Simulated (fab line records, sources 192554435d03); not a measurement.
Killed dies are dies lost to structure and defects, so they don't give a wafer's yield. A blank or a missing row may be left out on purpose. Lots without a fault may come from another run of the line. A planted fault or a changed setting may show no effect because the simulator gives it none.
A struck lot beside a sound one | flow n5_finfet | 16 steps out of a route of 1938
Sound: wafers L710.3, L710.4, L710.6. Struck: wafers L702.4, L702.5, L702.6. The cause comes at the end.
At each step with rows: each side's tool, then ch and its chambers, then its first start. Under that, the readings that differ: sound wafers | struck wafers | difference of the means | sigmas: that difference in standard deviations of wafers without a fault.
alike: readings whose means differ by less than 2 such deviations, and words and numbers that are the same on both sides. not compared: withheld readings, readings that some wafer has no value for, bounds like >300 that may hide the same value, and numbers for which the record gives no deviation and whose values overlap.
The two part at a step that has a row with sigmas, a row that says differs or no value, or rows on one side only. Numbers that don't overlap but have no deviation are shown without sigmas and don't part them. A reading that every wafer of one side lacks parts them only if that side has two wafers or more.

first, 6 steps without rows for these wafers: N5_BEOL_M2_COAT_05 (resist thk 30 nm); N5_BEOL_M2_EBR_07; N5_BEOL_M2_SOFTBAKE_06 (time 60 s); N5_BEOL_M2_EXPOSE_08 (exposes mask M2); N5_BEOL_M2_PEB_09 (peb time 60 s); N5_BEOL_M2_DEVELOP_10 (develop time 30 s).
N5_BEOL_M2_CD_MEAS_11: target cd 16.79 nm.
  sound on cd_sem-02 ch 0, day 10 21:08; struck on cd_sem-01 ch 0, day 9 02:33
  alike: cd_nm
N5_BEOL_M2_OVL_MEAS_12:
  sound on overlay-01 ch 0, day 10 21:10; struck on overlay-01 ch 0, day 9 02:36
  alike: M2_OVL
N5_BEOL_M2_INSPECT_13: inspects for defects (brightfield).
  sound on defect_inspect-02, day 10 21:13; struck on defect_inspect-02, day 9 02:38
  alike: raw_defect_count
N5_BEOL_M2_DESCUM_16: chemistry O2, time 7 s.
  sound on rie_diel-02 ch 0,1, day 10 21:15; struck on rie_diel-06 ch 2,3, day 9 02:40
  alike: drypump_motor_current_A, oes_product_au, rf_vpp_V, showerhead_plenum_p_Torr, throttle_valve_pct
  not compared: rf_hours_counter_h
N5_BEOL_M2_ETCH_74: etches underlayer in N2/H2, target depth 6.5 nm, time 5.2 s.
  sound on rie_diel-02 ch 0,1, day 10 21:17; struck on rie_diel-06 ch 2,3, day 9 02:42
  alike: bias_w, drypump_motor_current_A, etch_rf_on_time_s, n2_flow_sccm, oes_product_au, rf_vpp_V, showerhead_plenum_p_Torr, throttle_valve_pct
  not compared: rf_hours_counter_h
N5_BEOL_M2_ETCH_63: etches SiARC in CF4, target depth 15.6 nm, time 26 s.
  sound on rie_diel-02 ch 0,1, day 10 21:18; struck on rie_diel-06 ch 2,3, day 9 02:43
  alike: bias_w, drypump_motor_current_A, etch_rf_on_time_s, mfc_ar_sccm, oes_product_au, rf_vpp_V, showerhead_plenum_p_Torr, throttle_valve_pct
  not compared: rf_hours_counter_h
N5_BEOL_M2_ETCH_64: etches SOC in N2/H2, target depth 75 nm, overetch 22.5 nm, time 121.9 s.
  sound on rie_diel-02 ch 0,1, day 10 21:20; struck on rie_diel-06 ch 2,3, day 9 02:45
  reading                                    | sound             | struck            | difference | sigmas
  bias_w (W)                                 | 150.2 150.2 149.9 | 117.6 117.7 117.8 | -32.4      | -74
  rf_vpp_V (V)                               | 527.1 519.1 525.9 | 446.7 446.8 450.3 | -76.1      | -32
  model.SiARC_of_BEOL_M2_COAT_62.thk_nm (nm) | 6.2 6.6 6.2       | 7.8 7.8 8         | +1.5       |
  alike: drypump_motor_current_A, n2_flow_sccm, oes_product_au, showerhead_plenum_p_Torr, throttle_valve_pct
  not compared: rf_hours_counter_h
then, 1 step without rows for these wafers: N5_BEOL_M2_STRIP_65 (strips in N2/H2).
N5_BEOL_M4_RC_MEAS_101:
  sound on prober-01 ch 0, day 12 04:46; struck on prober-02 ch 0, day 10 00:35
  reading       | sound       | struck      | difference | sigmas
  ION_N (uA/um) | 721 708 683 | 673 680 681 | -26        | -2
  ION_P (uA/um) | 484 483 468 | 459 461 458 | -19        | -2
  alike: DIBL_N, DIBL_P, IOFF_N, IOFF_P, SS_N, SS_P, VT_N, VT_P
-- the record jumps here: 4 days lie between the struck wafers' starts before and after (it left off in module BEOL_M4 and takes up again in module PASSIVATION, whose first step shown is number 1936 of the route) --
N5_PASSIVATION_PROBE_49:
  sound on prober-02, day 17 08:43; struck on prober-01, day 14 06:04
  reading         | sound | struck   | difference | sigmas
  killed_at_other | 11    | 4 1 3    | -8         | -3
  killed_short    | 55    | 35 34 42 | -18        | -2
  alike: defect_limited_yield, killed_at_M0_to_M3, killed_at_M4_up, killed_at_contacts, killed_at_front_end, killed_dies, killed_open, sort_bin_5_function, sort_bin_6_memory, sort_bin_8_speed, sort_n_pass, sort_yield_pct

WHERE THEY PART
First at N5_BEOL_M2_ETCH_64; last, within this record, at N5_PASSIVATION_PROBE_49.

WHY: what the simulator had put in
Process parameter drift: rie_diel-06, from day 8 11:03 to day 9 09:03, at N5_BEOL_M2_ETCH_64. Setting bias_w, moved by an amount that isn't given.
